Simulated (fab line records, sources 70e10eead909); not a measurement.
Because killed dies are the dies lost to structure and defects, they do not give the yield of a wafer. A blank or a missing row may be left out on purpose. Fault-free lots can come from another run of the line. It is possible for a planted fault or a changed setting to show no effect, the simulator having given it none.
fab line records	flow nand-harc
[record] lots = 24	wafers = 72	last-day = 33
route steps=1302 shown A_WL_FILL@967 A_CONTACT@997 A_BLC@1130
lots with no fault: from the same line, run without faults
start-h: hours from the record's first day to the start of the lot's first wafer shown	wait-h: hours from the lot's prior step to this one	" unchanged from the row above	L1.1+2: several wafers, shown together as one row	- no value present, or no start provided	* or withheld: withheld	< > ~ a bound
route shown NAME@n: names a module that has steps shown in the file, with the first one's number in the route	usual: mean/standard deviation of fault-free wafers	same: alike in all rows	chamber/n: place in a boat	sites: each site's reading	_std_site: standard deviation of those values	_edge_site: the outer-site mean with the inner-site mean subtracted	radius-mm: for every site, how far away it sits from the centre of the wafer	mask NAME#n: copy n	behind: the last tool/chamber to shape the wafer	hold: what put the lot on hold/how long, in hours/how the hold closed	device: transistor that didn't switch, given as n, p or np	end of line: the tests these same wafers got at the end of their route	a step without rows: its recipe alone	killed: not the wafer's yield, but the dies lost to structure and defects at the first sort	map: dies across one wafer; x = killed, . = not, _ = none there
set.NAME: the setting the step ran with; set.NAME@STEP: the setting that earlier step ran with	model.NAME: the simulator's own value behind a step, which no gauge read
route steps across a sampled set of lots; one table per step, one row per wafer
services: a tool's chamber out of use, with start hour (start-h, from the record's first day; less than 0 if before it), hours out, and reason
[[steps]]
[step NHARC_A_WL_FILL_STRIP_29]
[recipe] time-s = 20	o2-flow-sccm = 500	ar-flow-sccm = 0	bias-w = 0	chemistry = O2
[usual] chamber-pressure-mTorr = 60.01/0.051	drypump-motor-current-A = 5.7/0.45	oes-product-au = 1.005/0.013	rf-vpp-V = 57.7/0.8	showerhead-plenum-p-Torr = 3.45/0.11	throttle-valve-pct = 17.037/0.0093
lot.wafer	tool	chamber	start-h	wait-h	chamber-pressure-mTorr	drypump-motor-current-A	oes-product-au	rf-hours-counter-h	rf-vpp-V	showerhead-plenum-p-Torr	throttle-valve-pct
L074.4	rie-diel-13	1	465.06	0.1	60.07	5.8	1.017	6.5	58.6	3.58	17.046
L074.1	"	3	"	"	60.04	6.8	1.021	5.9	57.0	3.53	17.028
L074.2	"	0	"	"	60.02	5.5	1.003	6.1	57.6	3.54	17.047
L075.2	rie-diel-02	3	480.88	0.1	59.94	5.6	0.989	1.9	58.5	3.57	17.035
L075.5	"	0	"	"	60.09	5.4	0.991	-	58.1	3.65	17.028
L075.6	"	1	"	"	60.01	6.0	0.978	-	57.8	3.32	17.041
L076.2	rie-diel-02	3	492.17	0.1	60.04	5.6	1.000	2.1	58.6	3.57	17.031
L076.1	"	1	"	"	59.96	6.1	0.989	2.0	57.6	3.32	17.044
L076.5	"	3	"	"	60.01	5.6	1.001	-	58.4	3.57	17.035
L077.3	rie-diel-03	3	492.21	0.1	59.97	5.7	1.004	0.8	57.8	3.40	17.026
L077.2	"	0	"	"	59.98	6.2	0.983	0.8	58.0	3.40	17.030
L077.6	"	0	"	"	60.00	6.2	0.978	-	58.4	3.40	17.034
L078.3	rie-diel-13	1	509.69	0.1	60.05	5.8	1.014	9.8	58.1	3.57	17.039
L078.1	"	2	"	"	59.85	5.9	1.002	8.5	55.6	3.36	17.025
L078.5	"	0	"	"	59.99	5.5	0.998	-	58.1	3.54	17.046
L079.2	rie-diel-02	2	525.48	0.1	60.13	5.4	1.013	2.5	58.0	3.42	17.027
L079.6	"	0	"	"	60.04	5.5	1.017	-	58.6	3.65	17.024
L079.5	"	1	"	"	60.00	6.1	0.994	-	57.4	3.32	17.044
L081.4	rie-diel-02	3	547.44	0.1	59.99	5.6	1.005	3.6	58.1	3.57	17.031
L081.3	"	0	"	"	60.01	5.5	0.995	3.4	58.8	3.65	17.058
L081.6	"	3	"	"	60.00	5.6	1.005	-	57.7	3.57	17.041
L082.4	rie-diel-03	3	547.46	0.1	59.97	5.7	1.007	2.6	57.4	3.40	17.038
L082.1	"	1	"	"	60.00	5.3	1.007	2.7	57.1	3.30	17.044
L082.6	"	3	"	"	60.03	5.7	1.014	-	57.4	3.40	17.042
L080.1	rie-diel-13	0	551.20	0.1	60.06	5.5	1.021	1.0	58.0	3.54	17.039
L080.3	"	2	"	"	60.03	5.8	1.014	0.9	59.0	3.36	17.035
L080.5	"	0	"	"	59.90	5.5	1.029	-	58.0	3.54	17.043
L083.4	rie-diel-03	0	580.17	0.1	60.04	6.2	0.970	3.1	57.9	3.40	17.025
L083.2	"	2	"	"	60.01	5.0	1.007	3.5	56.4	3.32	17.044
L083.6	"	1	"	"	59.98	5.3	1.012	-	57.7	3.30	17.030
L085.2	rie-diel-13	1	580.55	0.1	60.05	5.8	1.020	3.1	58.2	3.57	17.034
L085.1	"	2	"	"	60.05	5.8	1.022	3.1	57.9	3.36	17.048
L085.3	"	3	"	"	60.01	6.8	1.010	3.1	57.5	3.53	17.023
L084.2	rie-diel-03	1	598.12	0.1	59.96	5.2	1.006	3.5	58.0	3.30	17.035
L084.3	"	2	"	"	60.07	5.0	1.009	3.6	57.5	3.32	17.046
L084.5	"	1	"	"	60.00	5.3	0.997	-	56.2	3.30	17.037
L086.3	rie-diel-13	1	607.21	0.1	59.87	5.8	1.030	3.9	58.4	3.57	17.039
L086.6	"	3	"	"	60.02	6.8	1.015	-	57.9	3.53	17.031
L086.5	"	0	"	"	60.04	5.5	1.023	-	57.4	3.54	17.047
L087.1	rie-diel-13	3	622.47	0.1	60.01	6.8	1.016	4.5	57.5	3.53	17.027
L087.2	"	0	"	"	60.09	5.5	1.033	3.7	57.7	3.54	17.028
L087.6	"	3	"	"	60.00	6.8	1.019	-	56.1	3.53	17.039
L089.1	rie-diel-03	1	625.60	0.1	59.92	5.2	1.008	4.7	57.5	3.30	17.051
L089.3	"	0	"	"	59.93	6.2	0.995	4.5	58.1	3.40	17.043
L089.6	"	2	"	"	59.97	5.0	1.019	-	56.0	3.32	17.031
L090.1	rie-diel-02	0	627.19	0.1	59.95	5.5	0.991	1.7	56.9	3.65	17.047
L090.3	"	1	"	"	60.00	6.1	0.990	1.7	56.4	3.32	17.042
L090.5	"	2	"	"	60.07	5.4	0.994	-	57.4	3.42	17.048
L088.4	rie-diel-03	3	628.49	0.1	59.99	5.7	1.004	4.5	59.3	3.40	17.029
L088.6	"	2	"	"	60.04	5.0	1.007	-	57.3	3.32	17.039
L088.5	"	3	"	"	60.07	5.7	0.995	-	57.8	3.40	17.057
L091.3	rie-diel-02	3	649.38	0.1	60.13	5.6	0.991	2.9	58.4	3.57	17.042
L091.4	"	1	"	"	60.02	6.1	0.993	2.4	57.9	3.32	17.040
L091.6	"	2	"	"	59.95	5.5	0.997	-	57.8	3.42	17.033
L093.2	rie-diel-13	3	666.11	0.1	60.04	6.8	1.004	7.3	57.0	3.53	17.035
L093.3	"	0	"	"	60.00	5.5	1.024	6.6	58.3	3.53	17.048
L093.1	"	1	"	"	59.95	5.8	1.016	7.3	58.2	3.57	17.028
L094.4	rie-diel-02	0	667.88	0.1	60.01	5.5	0.991	2.8	57.7	3.65	17.029
L094.2	"	1	"	"	60.01	6.1	0.991	2.6	58.1	3.32	17.023
L094.1	"	2	"	"	60.01	5.4	0.999	3.0	57.8	3.42	17.039
L092.1	rie-diel-03	1	668.91	0.1	59.99	5.3	1.006	0.9	56.6	3.30	17.033
L092.3	"	2	"	"	60.00	5.1	1.002	0.8	57.0	3.32	17.022
L092.2	"	3	"	"	60.07	5.7	1.012	0.8	57.9	3.40	17.030
L095.3	rie-diel-13	3	680.22	0.1	60.04	6.8	1.012	7.9	57.3	3.53	17.034
L095.2	"	0	"	"	59.89	5.5	1.026	7.0	58.5	3.53	17.043
L095.6	"	1	"	"	59.98	5.8	1.015	-	59.5	3.57	17.040
L096.2	rie-diel-02	1	693.23	0.1	59.99	6.1	0.997	3.1	57.3	3.32	17.046
L096.1	"	0	"	"	59.97	5.5	0.998	3.2	58.4	3.65	17.030
L096.6	"	1	"	"	60.04	6.1	1.003	-	57.3	3.32	17.030
L097.3	rie-diel-13	3	693.35	0.1	59.98	6.8	1.010	8.6	57.7	3.53	17.039
L097.2	"	0	"	"	60.00	5.5	1.029	7.6	57.7	3.53	17.045
L097.6	"	3	"	"	60.07	6.8	1.007	-	55.9	3.53	17.028
[step NHARC_A_CONTACT_CD_MEAS_42]
[recipe] target-cd-nm = 300	landing-energy-ev = 500
[usual] cd-nm = 300.1/0.54
[same] landing-energy-ev = 500
lot.wafer	tool	chamber	start-h	wait-h	cd-nm
L074.1	cd-sem-03	0	478.73	-	300.4
L074.2	"	0	"	"	299.1
L074.4	"	0	"	"	299.4
L075.2	cd-sem-03	0	495.25	-	299.8
L075.5	"	0	"	"	299.5
L075.6	"	0	"	"	299.0
L076.1	cd-sem-01	0	504.19	-	300.2
L076.2	"	0	"	"	299.7
L076.5	"	0	"	"	299.7
L077.2	cd-sem-03	0	504.34	-	301.0
L077.3	"	0	"	"	300.5
L077.6	"	0	"	"	299.6
L078.1	cd-sem-03	0	525.24	-	300.0
L078.3	"	0	"	"	300.9
L078.5	"	0	"	"	300.7
L079.2	cd-sem-03	0	537.60	-	300.2
L079.5	"	0	"	"	299.5
L079.6	"	0	"	"	299.6
L081.3	cd-sem-01	0	563.17	-	300.1
L081.4	"	0	"	"	300.0
L081.6	"	0	"	"	300.2
L082.1	cd-sem-02	0	563.99	-	300.2
L082.4	"	0	"	"	299.6
L082.6	"	0	"	"	301.0
L080.1	cd-sem-02	0	569.96	-	300.6
L080.3	"	0	"	"	300.7
L080.5	"	0	"	"	300.3
L083.2	cd-sem-02	0	592.29	-	299.7
L083.4	"	0	"	"	299.8
L083.6	"	0	"	"	300.1
L085.1	cd-sem-03	0	592.46	-	299.6
L085.2	"	0	"	"	300.5
L085.3	"	0	"	"	300.1
L084.2	cd-sem-03	0	610.19	-	300.7
L084.3	"	0	"	"	299.5
L084.5	"	0	"	"	300.5
L086.3	cd-sem-01	0	619.23	-	300.1
L086.5	"	0	"	"	301.2
L086.6	"	0	"	"	300.1
L087.1	cd-sem-01	0	634.53	-	300.7
L087.2	"	0	"	"	299.9
L087.6	"	0	"	"	300.9
L089.1	cd-sem-02	0	637.48	-	299.8
L089.3	"	0	"	"	299.5
L089.6	"	0	"	"	300.3
L090.1	cd-sem-01	0	637.97	-	300.8
L090.3	"	0	"	"	300.2
L090.5	"	0	"	"	299.9
L088.4	cd-sem-03	0	644.22	-	299.6
L088.5	"	0	"	"	299.9
L088.6	"	0	"	"	299.7
L091.3	cd-sem-01	0	663.23	-	300.3
L091.4	"	0	"	"	301.1
L091.6	"	0	"	"	300.3
L093.1	cd-sem-02	0	678.12	-	299.8
L093.2	"	0	"	"	299.7
L093.3	"	0	"	"	299.6
L094.1	cd-sem-03	0	678.42	-	300.6
L094.2	"	0	"	"	300.9
L094.4	"	0	"	"	300.4
L092.1	cd-sem-03	0	682.37	-	299.8
L092.2	"	0	"	"	300.8
L092.3	"	0	"	"	300.8
L095.2	cd-sem-01	0	692.93	-	299.9
L095.3	"	0	"	"	300.4
L095.6	"	0	"	"	300.0
L097.2	cd-sem-01	0	706.33	-	299.0
L097.3	"	0	"	"	299.5
L097.6	"	0	"	"	299.0
L096.1	cd-sem-03	0	706.59	-	299.6
L096.2	"	0	"	"	300.4
L096.6	"	0	"	"	299.1
[step NHARC_A_CONTACT_ETCH_111]
[recipe] source-w = withheld	pressure-mtorr = 20	bias-v = withheld	time-s = 140	target-depth-a = 7000	ar-flow-sccm = withheld	c4f8-flow-sccm = withheld	o2-flow-sccm = withheld	chemistry = C4F8/O2/Ar
[usual] chamber-pressure-mTorr = 20.001/0.015
lot.wafer	tool	chamber	start-h	wait-h	chamber-pressure-mTorr	rf-hours-counter-h
L074.2	har-cap-etch-03	0	480.76	-	20.007	37
L074.1	"	1	"	"	20.003	37
L074.4	"	1	"	"	19.994	-
L075.2	har-cap-etch-02	1	497.24	-	20.028	80
L075.5	"	1	"	"	20.021	-
L075.6	"	0	"	"	19.990	-
L076.1	har-cap-etch-03	0	506.24	-	20.002	43
L076.2	"	1	"	"	20.004	43
L076.5	"	1	"	"	19.995	-
L077.2	har-cap-etch-02	0	506.76	-	19.991	83
L077.3	"	1	"	"	19.994	-
L077.6	"	1	"	"	19.999	-
L078.1	har-cap-etch-03	0	527.25	-	20.002	48
L078.3	"	1	"	"	20.006	-
L078.5	"	0	"	"	20.010	-
L079.2	har-cap-etch-03	1	540.40	-	19.996	50
L079.6	"	1	"	"	19.993	-
L079.5	"	0	"	"	19.985	-
L081.4	har-cap-etch-01	1	565.24	-	19.980	-
L081.3	"	0	"	"	20.004	-
L081.6	"	1	"	"	20.004	-
L082.1	har-cap-etch-02	1	566.10	-	20.009	92
L082.4	"	0	"	"	20.008	-
L082.6	"	0	"	"	20.002	-
L080.1	har-cap-etch-03	1	571.98	-	20.022	54
L080.3	"	0	"	"	19.979	-
L080.5	"	1	"	"	19.991	-
L083.2	har-cap-etch-01	1	594.28	-	20.012	10
L083.4	"	0	"	"	19.997	-
L083.6	"	0	"	"	20.006	-
L085.1	har-cap-etch-02	1	594.50	-	20.035	98
L085.2	"	0	"	"	19.995	98
L085.3	"	0	"	"	19.996	-
L084.2	har-cap-etch-02	0	612.20	-	20.020	100
L084.3	"	0	"	"	20.003	-
L084.5	"	0	"	"	19.987	-
L086.3	har-cap-etch-03	1	621.31	-	19.995	-
L086.6	"	1	"	"	19.991	-
L086.5	"	0	"	"	19.964	-
L087.2	har-cap-etch-01	1	636.54	-	19.992	17
L087.1	"	0	"	"	19.992	17
L087.6	"	1	"	"	20.008	-
L089.1	har-cap-etch-03	1	639.53	-	20.039	66
L089.3	"	1	"	"	19.978	-
L089.6	"	0	"	"	20.030	-
L090.1	har-cap-etch-02	0	639.96	-	20.025	104
L090.3	"	1	"	"	20.027	-
L090.5	"	1	"	"	20.001	-
L088.4	har-cap-etch-03	0	646.33	-	20.019	-
L088.5	"	1	"	"	20.023	-
L088.6	"	0	"	"	20.019	-
L091.4	har-cap-etch-01	0	665.47	-	19.994	-
L091.3	"	1	"	"	19.985	-
L091.6	"	0	"	"	19.996	-
L093.1	har-cap-etch-03	0	680.13	-	19.989	75
L093.2	"	1	"	"	19.994	75
L093.3	"	0	"	"	20.018	-
L094.1	har-cap-etch-01	0	680.44	-	20.002	26
L094.2	"	1	"	"	19.989	26
L094.4	"	1	"	"	19.991	-
L092.1	har-cap-etch-02	1	684.37	-	20.009	112
L092.2	"	0	"	"	19.990	112
L092.3	"	1	"	"	20.003	-
L095.2	har-cap-etch-03	0	694.94	-	20.006	79
L095.3	"	1	"	"	19.984	-
L095.6	"	1	"	"	19.992	-
L097.2	har-cap-etch-03	1	708.36	-	19.988	82
L097.3	"	0	"	"	19.984	-
L097.6	"	0	"	"	19.987	-
L096.1	har-cap-etch-01	1	708.59	-	19.996	34
L096.2	"	0	"	"	20.006	34
L096.6	"	0	"	"	19.982	-
[step NHARC_A_CONTACT_ETCH_128]
[recipe] source-w = withheld	pressure-mtorr = 20	bias-v = 3000	time-s = 197	target-depth-a = 19180	ar-flow-sccm = withheld	c4f8-flow-sccm = withheld	o2-flow-sccm = withheld	chemistry = C4F8/O2/Ar
[usual] chamber-pressure-mTorr = 19.999/0.017
lot.wafer	tool	chamber	start-h	wait-h	chamber-pressure-mTorr	rf-hours-counter-h
L074.1	har-cap-etch-02	1	492.13	0.1	20.041	78
L074.2	"	0	"	"	20.032	78
L074.4	"	1	"	"	19.989	-
L075.2	har-cap-etch-03	1	509.60	0.1	20.005	45
L075.6	"	0	"	"	19.996	-
L075.5	"	1	"	"	20.022	-
L076.2	har-cap-etch-02	0	516.92	0.1	20.002	86
L076.1	"	1	"	"	20.006	86
L076.5	"	0	"	"	20.002	-
L077.2	har-cap-etch-01	1	519.72	0.1	19.990	1
L077.3	"	0	"	"	20.000	-
L077.6	"	0	"	"	19.991	-
L078.1	har-cap-etch-02	1	537.83	0.1	20.006	89
L078.3	"	0	"	"	20.000	-
L078.5	"	1	"	"	19.985	-
L079.2	har-cap-etch-02	1	551.10	0.1	19.998	91
L079.6	"	1	"	"	20.013	-
L079.5	"	0	"	"	19.964	-
L081.4	har-cap-etch-01	0	577.45	0.1	20.019	-
L081.3	"	1	"	"	19.954	-
L081.6	"	0	"	"	19.978	-
L082.1	har-cap-etch-02	1	580.12	0.1	20.028	95
L082.4	"	1	"	"	19.993	-
L082.6	"	1	"	"	19.978	-
L080.1	har-cap-etch-03	1	583.36	0.1	20.000	57
L080.3	"	0	"	"	19.990	-
L080.5	"	0	"	"	19.990	-
L083.2	har-cap-etch-03	0	606.00	0.1	20.020	60
L083.4	"	1	"	"	20.034	-
L083.6	"	0	"	"	19.991	-
L085.2	har-cap-etch-01	0	606.62	0.2	19.990	13
L085.1	"	1	"	"	20.010	13
L085.3	"	0	"	"	19.994	-
L084.2	har-cap-etch-01	1	623.09	0.1	19.997	16
L084.3	"	0	"	"	20.027	-
L084.5	"	0	"	"	19.984	-
L086.3	har-cap-etch-02	0	632.24	0.1	20.017	-
L086.5	"	1	"	"	19.999	-
L086.6	"	0	"	"	19.975	-
L087.2	har-cap-etch-02	1	649.07	0.1	20.007	107
L087.1	"	0	"	"	19.979	107
L087.6	"	1	"	"	19.997	-
L089.1	har-cap-etch-01	0	650.48	0.2	20.009	21
L089.3	"	1	"	"	20.020	-
L089.6	"	1	"	"	20.014	-
L090.1	har-cap-etch-03	1	652.48	0.1	19.994	71
L090.3	"	0	"	"	19.998	-
L090.5	"	0	"	"	19.991	-
L088.4	har-cap-etch-01	1	658.14	0.1	20.013	-
L088.5	"	0	"	"	19.973	-
L088.6	"	1	"	"	20.014	-
L091.3	har-cap-etch-02	0	676.41	0.1	19.998	-
L091.4	"	1	"	"	19.998	-
L091.6	"	0	"	"	20.004	-
L093.2	har-cap-etch-01	1	690.89	0.1	20.000	29
L093.1	"	0	"	"	20.003	29
L093.3	"	1	"	"	19.987	-
L094.2	har-cap-etch-02	0	694.09	0.1	20.007	115
L094.1	"	1	"	"	19.977	115
L094.4	"	0	"	"	20.008	-
L092.2	har-cap-etch-01	1	696.71	0.1	19.987	31
L092.1	"	0	"	"	20.005	31
L092.3	"	1	"	"	20.002	-
L095.2	har-cap-etch-02	0	706.07	0.2	20.018	118
L095.3	"	1	"	"	20.035	-
L095.6	"	1	"	"	19.991	-
L097.2	har-cap-etch-03	0	719.20	0.1	20.005	85
L097.3	"	0	"	"	19.973	-
L097.6	"	1	"	"	19.976	-
L096.1	har-cap-etch-01	0	719.56	0.1	19.991	37
L096.2	"	1	"	"	19.991	37
L096.6	"	1	"	"	19.973	-
[step NHARC_A_CONTACT_ETCH_139]
[recipe] source-w = withheld	pressure-mtorr = 20	bias-v = 400	time-s = 195	target-depth-a = 8400	ar-flow-sccm = withheld	c4f8-flow-sccm = 11.5	o2-flow-sccm = 7.2	chemistry = C4F8/O2/Ar
[usual] chamber-pressure-mTorr = 20.000/0.018
lot.wafer	tool	chamber	start-h	wait-h	chamber-pressure-mTorr	rf-hours-counter-h
L074.2	har-cap-etch-03	1	500.73	0.2	19.986	42
L074.1	"	0	"	"	19.989	42
L074.4	"	0	"	"	19.986	-
L075.2	har-cap-etch-03	1	520.54	0.2	20.003	48
L075.5	"	0	"	"	20.007	-
L075.6	"	1	"	"	19.974	-
L076.1	har-cap-etch-02	0	526.83	0.2	20.004	88
L076.2	"	1	"	"	20.000	88
L076.5	"	1	"	"	20.007	-
L077.2	har-cap-etch-01	1	529.94	0.2	20.028	3
L077.3	"	0	"	"	20.005	-
L077.6	"	0	"	"	19.996	-
L078.1	har-cap-etch-01	0	545.66	0.2	20.013	4
L078.3	"	1	"	"	19.976	-
L078.5	"	1	"	"	19.990	-
L079.2	har-cap-etch-03	1	562.27	0.2	19.991	54
L079.5	"	0	"	"	19.958	-
L079.6	"	1	"	"	20.020	-
L081.3	har-cap-etch-01	0	585.42	0.2	20.007	-
L081.4	"	1	"	"	19.993	-
L081.6	"	1	"	"	19.988	-
L082.1	har-cap-etch-02	1	588.07	0.2	19.979	97
L082.4	"	1	"	"	20.050	-
L082.6	"	0	"	"	20.038	-
L080.1	har-cap-etch-03	1	591.33	0.2	20.001	59
L080.3	"	0	"	"	19.991	-
L080.5	"	1	"	"	20.006	-
L083.2	har-cap-etch-03	0	613.92	0.2	19.990	62
L083.4	"	0	"	"	20.004	-
L083.6	"	0	"	"	19.984	-
L085.1	har-cap-etch-01	1	614.60	0.2	20.022	15
L085.2	"	0	"	"	19.985	15
L085.3	"	1	"	"	19.990	-
L084.2	har-cap-etch-03	0	633.00	0.2	19.986	66
L084.3	"	0	"	"	19.988	-
L084.5	"	0	"	"	20.006	-
L086.3	har-cap-etch-01	0	642.65	0.2	19.981	-
L086.6	"	0	"	"	19.976	-
L086.5	"	1	"	"	19.994	-
L087.1	har-cap-etch-02	0	657.86	0.2	20.000	109
L087.2	"	1	"	"	20.023	109
L087.6	"	1	"	"	20.024	-
L089.1	har-cap-etch-03	1	659.51	0.2	20.007	74
L089.3	"	1	"	"	20.046	-
L089.6	"	1	"	"	20.004	-
L090.1	har-cap-etch-02	0	661.70	0.2	20.032	110
L090.3	"	1	"	"	19.984	-
L090.5	"	0	"	"	20.037	-
L088.4	har-cap-etch-03	1	666.94	0.2	19.991	-
L088.5	"	1	"	"	20.036	-
L088.6	"	0	"	"	19.977	-
L091.4	har-cap-etch-03	1	687.00	0.2	19.979	-
L091.3	"	0	"	"	20.006	-
L091.6	"	0	"	"	19.974	-
L093.1	har-cap-etch-02	1	698.81	0.2	19.962	118
L093.2	"	0	"	"	20.002	118
L093.3	"	1	"	"	20.007	-
L094.2	har-cap-etch-03	0	702.06	0.2	19.983	82
L094.1	"	1	"	"	20.002	82
L094.4	"	0	"	"	20.019	-
L092.2	har-cap-etch-01	0	705.01	0.2	20.008	33
L092.1	"	1	"	"	19.983	33
L092.3	"	1	"	"	19.997	-
L095.2	har-cap-etch-02	1	714.70	0.2	19.997	121
L095.3	"	1	"	"	20.006	-
L095.6	"	1	"	"	20.009	-
L097.2	har-cap-etch-02	0	731.10	0.2	19.988	122
L097.3	"	1	"	"	20.000	-
L097.6	"	0	"	"	20.002	-
L096.2	har-cap-etch-03	1	732.81	0.2	20.013	88
L096.1	"	0	"	"	19.981	88
L096.6	"	0	"	"	19.980	-
[step NHARC_A_BLC_PVD_32]
[recipe] target-thk-a = 50	chamber-pressure-pa = 5	power-w = 5000	substrate-temp-c = 200	time-s = 17.7	material = Ti
[usual] throttle-valve-pct = 30.0/0.8
lot.wafer	tool	chamber	start-h	wait-h	throttle-valve-pct
L074.2	pvd-sputter-02	-	-	-	30.9
L074.4	"	-	"	"	28.6
L074.1	"	-	"	"	29.9
L075.2	pvd-sputter-01	-	-	-	30.1
L075.5	"	-	"	"	29.4
L075.6	"	-	"	"	29.3
L076.2	pvd-sputter-02	-	-	-	28.4
L076.1	"	-	"	"	29.7
L076.5	"	-	"	"	31.6
L077.3	pvd-sputter-01	-	-	-	29.2
L077.2	"	-	"	"	28.7
L077.6	"	-	"	"	30.1
L078.3	pvd-sputter-03	-	-	-	30.5
L078.1	"	-	"	"	28.8
L078.5	"	-	"	"	28.9
L079.2	pvd-sputter-01	-	-	-	30.1
L079.6	"	-	"	"	29.2
L079.5	"	-	"	"	29.1
L081.4	pvd-sputter-02	-	-	-	31.7
L081.3	"	-	"	"	29.7
L081.6	"	-	"	"	29.5
L082.1	pvd-sputter-01	-	-	-	30.0
L082.4	"	-	"	"	30.4
L082.6	"	-	"	"	30.1
L080.3	pvd-sputter-03	-	-	-	30.2
L080.1	"	-	"	"	30.5
L080.5	"	-	"	"	29.9
L083.2	pvd-sputter-01	-	-	-	29.4
L083.4	"	-	"	"	30.5
L083.6	"	-	"	"	29.2
L085.2	pvd-sputter-03	-	-	-	30.0
L085.1	"	-	"	"	30.3
L085.3	"	-	"	"	30.2
L084.3	pvd-sputter-01	-	-	-	29.1
L084.2	"	-	"	"	30.2
L084.5	"	-	"	"	29.4
L086.3	pvd-sputter-03	-	-	-	29.2
L086.5	"	-	"	"	29.1
L086.6	"	-	"	"	30.6
L087.2	pvd-sputter-02	-	-	-	31.8
L087.1	"	-	"	"	30.2
L087.6	"	-	"	"	32.1
L089.3	pvd-sputter-02	-	-	-	29.9
L089.1	"	-	"	"	30.0
L089.6	"	-	"	"	31.9
L090.1	pvd-sputter-01	-	-	-	30.2
L090.3	"	-	"	"	29.9
L090.5	"	-	"	"	30.4
L088.4	pvd-sputter-01	-	-	-	29.4
L088.5	"	-	"	"	30.0
L088.6	"	-	"	"	29.2
L091.3	pvd-sputter-03	-	-	-	30.4
L091.4	"	-	"	"	28.8
L091.6	"	-	"	"	30.6
L093.2	pvd-sputter-01	-	-	-	30.3
L093.1	"	-	"	"	30.2
L093.3	"	-	"	"	30.2
L094.4	pvd-sputter-02	-	-	-	31.8
L094.1	"	-	"	"	30.0
L094.2	"	-	"	"	28.8
L092.1	pvd-sputter-02	-	-	-	29.1
L092.3	"	-	"	"	31.9
L092.2	"	-	"	"	29.8
L095.3	pvd-sputter-02	-	-	-	30.2
L095.2	"	-	"	"	29.1
L095.6	"	-	"	"	30.7
L097.3	pvd-sputter-03	-	-	-	29.7
L097.2	"	-	"	"	28.7
L097.6	"	-	"	"	29.5
L096.1	pvd-sputter-01	-	-	-	29.4
L096.2	"	-	"	"	30.0
L096.6	"	-	"	"	30.5
[[services]]
tool	chamber	start-h	hours	kind
pvd-sputter-02	-	460.96	10.0	pm
pvd-sputter-02	-	471.42	1.5	repair
pvd-sputter-01	-	472.93	5.1	repair
rie-diel-13	3	487.95	12.3	repair
har-cap-etch-01	-	499.04	17.0	pm
rie-diel-13	2	513.03	6.6	repair
rie-diel-13	-	519.01	9.0	pm
rie-diel-02	2	536.49	5.5	repair
rie-diel-13	-	545.98	0.5	repair
rie-diel-02	3	553.18	4.2	repair
rie-diel-13	0	554.24	5.2	repair
rie-diel-02	-	570.70	9.0	pm
pvd-sputter-01	-	571.49	10.4	repair
pvd-sputter-01	-	582.92	10.0	pm
har-cap-etch-03	-	596.57	0.5	repair
har-cap-etch-02	-	623.39	1.3	repair
pvd-sputter-02	-	638.96	10.0	pm
rie-diel-13	-	661.33	0.4	repair
pvd-sputter-02	-	683.60	11.2	repair
rie-diel-13	-	696.01	9.0	pm
pvd-sputter-01	-	710.34	7.1	repair
pvd-sputter-02	-	727.74	30.5	repair
rie-diel-02	3	732.82	6.0	repair
rie-diel-02	0	735.65	12.6	repair
[[key]]
fault none
